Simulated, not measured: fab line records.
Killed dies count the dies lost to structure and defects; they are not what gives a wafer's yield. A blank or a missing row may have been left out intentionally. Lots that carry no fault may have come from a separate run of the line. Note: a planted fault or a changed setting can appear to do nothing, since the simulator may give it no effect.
Which tool was responsible? + flow nand harc + 15 lots, 45 wafers sampled, at 4 steps of a route of 1159

## WHAT EACH GAUGE READ, for each wafer
The record lacks any reading of a measuring or inspecting step that a usual standard deviation could be used to judge.

## WHAT TOOL EACH LOT RAN ON (gives the tool, then ch and the chambers of the sampled wafers, and finally the start)
| lot  | NHARC_A_STAIRCASE_STRIP_238          | NHARC_A_STAIRCASE_DEP_259       | NHARC_A_STAIRCASE_PEB_287         | NHARC_A_STAIRCASE_HM_OPEN_460  |
|------|--------------------------------------|---------------------------------|-----------------------------------|--------------------------------|
| L637 | plasma asher-01 ch 0,1, day 11 14:10 | pecvd-03 ch 0,1, day 11 19:35   | litho track-07 ch 0, day 11 20:04 | rie diel-07 ch 0,3, no start   |
| L636 | plasma asher-02 ch 0,1, day 11 18:04 | pecvd-04 ch 0,1,2, day 11 22:37 | litho track-07 ch 0, day 11 23:17 | rie diel-07 ch 0,2,3, no start |
| L638 | plasma asher-01 ch 0,1, day 11 18:58 | pecvd-03 ch 0,1,2, day 11 23:21 | litho track-05 ch 0, day 12 00:02 | rie diel-01 ch 0,3, no start   |
| L641 | plasma asher-01 ch 0,1, day 12 04:52 | pecvd-01 ch 1,2, day 12 12:41   | litho track-02 ch 0, day 12 13:14 | rie diel-02 ch 1,3, no start   |
| L640 | plasma asher-01 ch 0,1, day 12 06:47 | pecvd-03 ch 0,2, day 12 13:35   | litho track-07 ch 0, day 12 14:14 | rie diel-07 ch 1,2,3, no start |
| L643 | plasma asher-02 ch 0,1, day 12 18:58 | pecvd-03 ch 0,1, day 13 00:15   | litho track-07, day 13 00:46      | rie diel-01 ch 0,1, no start   |
| L642 | plasma asher-02 ch 0,1, day 12 19:15 | pecvd-03 ch 1,2, day 13 01:02   | litho track-02, day 13 01:43      | rie diel-02 ch 0,1,3, no start |
| L645 | plasma asher-02 ch 0,1, day 13 13:19 | pecvd-03 ch 1,2, day 13 19:20   | litho track-07, day 13 20:01      | rie diel-07 ch 0,2,3, no start |
| L647 | plasma asher-02 ch 0,1, day 13 15:40 | pecvd-04 ch 0,2, day 13 20:38   | litho track-07 ch 0, day 13 21:07 | rie diel-01 ch 1,2,3, no start |
| L652 | plasma asher-02 ch 0, day 15 12:01   | pecvd-04 ch 1,2, day 15 16:19   | litho track-07 ch 0, day 15 16:59 | rie diel-01 ch 2,3, no start   |
| L654 | plasma asher-01 ch 0,1, day 15 16:47 | pecvd-01 ch 0,1,2, day 15 23:16 | litho track-05 ch 0, day 15 23:56 | rie diel-02 ch 0,1,2, no start |
| L655 | plasma asher-01 ch 1, day 15 19:08   | pecvd-03 ch 1,2, day 16 04:25   | litho track-02 ch 0, day 16 04:58 | rie diel-02 ch 1,3, no start   |
| L656 | plasma asher-01 ch 0, day 16 05:46   | pecvd-01 ch 0,1,2, day 16 11:49 | litho track-02 ch 0, day 16 12:22 | rie diel-02 ch 0,1,3, no start |
| L659 | plasma asher-01 ch 0,1, day 16 13:14 | pecvd-03 ch 0,1, day 16 18:49   | litho track-02 ch 0, day 16 19:25 | rie diel-01 ch 1,2, no start   |
| L658 | plasma asher-01 ch 0,1, day 16 18:05 | pecvd-03 ch 0,1,2, day 16 23:27 | litho track-02 ch 0, day 17 00:07 | rie diel-01 ch 0,1,2, no start |
- NHARC_A_STAIRCASE_STRIP_238: strips in O2.
- NHARC_A_STAIRCASE_DEP_259: deposits SiON, target thk 30 nm.
- NHARC_A_STAIRCASE_PEB_287: peb time 130 s.
- NHARC_A_STAIRCASE_HM_OPEN_460: chemistry O2/COS.

## WHAT THE TOOLS THEMSELVES READ (means of the sampled wafers that have a number; where no wafer has one, the mark that the record gives instead)
NHARC_A_STAIRCASE_STRIP_238.
| lot  | tool            | drypump motor current A (A) | heater power w (W) |
|------|-----------------|-----------------------------|--------------------|
| L637 | plasma asher-01 | 5.6                         | 339                |
| L636 | plasma asher-02 | 5.7                         | 319                |
| L638 | plasma asher-01 | 5.6                         | 338                |
| L641 | plasma asher-01 | 5.6                         | 339                |
| L640 | plasma asher-01 | 5.6                         | 338                |
| L643 | plasma asher-02 | 5.8                         | 319                |
| L642 | plasma asher-02 | 5.3                         | 302                |
| L645 | plasma asher-02 | 5.3                         | 309                |
| L647 | plasma asher-02 | 5.7                         | 314                |
| L652 | plasma asher-02 | 6.1                         | 333                |
| L654 | plasma asher-01 | 5.7                         | 340                |
| L655 | plasma asher-01 | 5.8                         | 329                |
| L656 | plasma asher-01 | 5.5                         | 359                |
| L659 | plasma asher-01 | 5.7                         | 341                |
| L658 | plasma asher-01 | 5.6                         | 352                |

NHARC_A_STAIRCASE_DEP_259.
| lot  | tool     | heater power w (W) |
|------|----------|--------------------|
| L637 | pecvd-03 | 720                |
| L636 | pecvd-04 | 734                |
| L638 | pecvd-03 | 746                |
| L641 | pecvd-01 | 792                |
| L640 | pecvd-03 | 725                |
| L643 | pecvd-03 | 705                |
| L642 | pecvd-03 | 715                |
| L645 | pecvd-03 | 732                |
| L647 | pecvd-04 | 789                |
| L652 | pecvd-04 | 779                |
| L654 | pecvd-01 | 731                |
| L655 | pecvd-03 | 697                |
| L656 | pecvd-01 | 742                |
| L659 | pecvd-03 | 666                |
| L658 | pecvd-03 | 680                |

NHARC_A_STAIRCASE_PEB_287.
| lot  | tool           | chill plate temp C (C) | exhaust pa (Pa) | heater power total W (W) |
|------|----------------|------------------------|-----------------|--------------------------|
| L637 | litho track-07 | 23.03                  | 44.3            | 124.02                   |
| L636 | litho track-07 | 22.99                  | 45.3            | 123.91                   |
| L638 | litho track-05 | 23.01                  | 45.8            | 123.92                   |
| L641 | litho track-02 | 22.95                  | 45.8            | 123.70                   |
| L640 | litho track-07 | 22.96                  | 44.7            | 123.88                   |
| L643 | litho track-07 | -                      | -               | -                        |
| L642 | litho track-02 | -                      | -               | -                        |
| L645 | litho track-07 | -                      | -               | -                        |
| L647 | litho track-07 | 22.89                  | 46.6            | 124.01                   |
| L652 | litho track-07 | 23.07                  | 44.2            | 123.76                   |
| L654 | litho track-05 | 23.13                  | 44.8            | 123.88                   |
| L655 | litho track-02 | 23.08                  | 46.1            | 124.03                   |
| L656 | litho track-02 | 23.06                  | 45.1            | 123.88                   |
| L659 | litho track-02 | 22.99                  | 45.6            | 123.74                   |
| L658 | litho track-02 | 23.01                  | 45.8            | 123.95                   |

NHARC_A_STAIRCASE_HM_OPEN_460.
| lot  | tool        | chamber pressure mTorr (mTorr) | drypump motor current A (A) | mfc ar sccm (sccm) | oes product au (a.u.) | rf vpp V (V) | showerhead plenum p Torr (Torr) | throttle valve pct (%) |
|------|-------------|--------------------------------|-----------------------------|--------------------|-----------------------|--------------|---------------------------------|------------------------|
| L637 | rie diel-07 | 20.011                         | 5.75                        | 0.011              | 0.997                 | 469.9        | 3.25                            | 28.330                 |
| L636 | rie diel-07 | 20.001                         | 5.89                        | 0.019              | 1.000                 | 469.2        | 3.21                            | 28.335                 |
| L638 | rie diel-01 | 20.005                         | 5.76                        | 0.000              | 1.016                 | 466.1        | 3.08                            | 28.329                 |
| L641 | rie diel-02 | 20.011                         | 5.58                        | 0.025              | 0.997                 | 466.3        | 3.09                            | 28.331                 |
| L640 | rie diel-07 | 19.997                         | 5.93                        | 0.013              | 1.012                 | 468.7        | 3.19                            | 28.329                 |
| L643 | rie diel-01 | 20.021                         | 5.59                        | 0.000              | 1.020                 | 465.8        | 3.08                            | 28.336                 |
| L642 | rie diel-02 | 19.992                         | 5.84                        | 0.015              | 0.999                 | 465.6        | 3.05                            | 28.336                 |
| L645 | rie diel-07 | 20.004                         | 5.89                        | 0.019              | 1.007                 | 469.6        | 3.20                            | 28.333                 |
| L647 | rie diel-01 | 20.008                         | 5.70                        | 0.010              | 1.009                 | 463.2        | 2.93                            | 28.333                 |
| L652 | rie diel-01 | 19.991                         | 5.79                        | 0.021              | 1.015                 | 469.3        | 3.23                            | 28.331                 |
| L654 | rie diel-02 | 19.999                         | 6.01                        | 0.011              | 0.987                 | 466.1        | 3.07                            | 28.337                 |
| L655 | rie diel-02 | 20.010                         | 5.86                        | 0.021              | 1.005                 | 466.5        | 3.07                            | 28.338                 |
| L656 | rie diel-02 | 19.995                         | 5.83                        | 0.015              | 0.994                 | 465.3        | 3.04                            | 28.333                 |
| L659 | rie diel-01 | 19.992                         | 5.50                        | 0.010              | 1.000                 | 466.2        | 3.07                            | 28.325                 |
| L658 | rie diel-01 | 20.002                         | 5.57                        | 0.010              | 1.003                 | 467.3        | 3.14                            | 28.334                 |

## THE ANSWER, worked out from the rows above alone
Rule: usual is defined by the lots themselves. Put in order of their means at a reading, lots are off if they are a third of the lots or fewer, leave a main group of 4 or more, and stand apart from it by a gap of 3 or more times the standard deviation of the main group's means; of several such gaps the widest counts. Not used: any main group whose means are identical at the precision the tables above print for the reading. A lot without any number at a reading at which 4 lots or more have one is off too. The other lots that the step has rows for count as sound. First the gauges in route order, then the tools' own readings, where a lot's mean is used as printed above. At the first step where some lot is off, the reading lying furthest off is the one used; lots without a number count as furthest.
Off: L643, L642, L645 (NHARC_A_STAIRCASE_PEB_287, chill plate temp C). Without a number there: L643, L642, L645. Mean 23.01 C and standard deviation 0.063 in the main group.
If a tool, at that step or one of the process steps before it, ran each lot that is off and ran no sound lot following the first of them, it fits. No candidate that was tried fits.

## WHAT THE SIMULATOR HAD INSERTED
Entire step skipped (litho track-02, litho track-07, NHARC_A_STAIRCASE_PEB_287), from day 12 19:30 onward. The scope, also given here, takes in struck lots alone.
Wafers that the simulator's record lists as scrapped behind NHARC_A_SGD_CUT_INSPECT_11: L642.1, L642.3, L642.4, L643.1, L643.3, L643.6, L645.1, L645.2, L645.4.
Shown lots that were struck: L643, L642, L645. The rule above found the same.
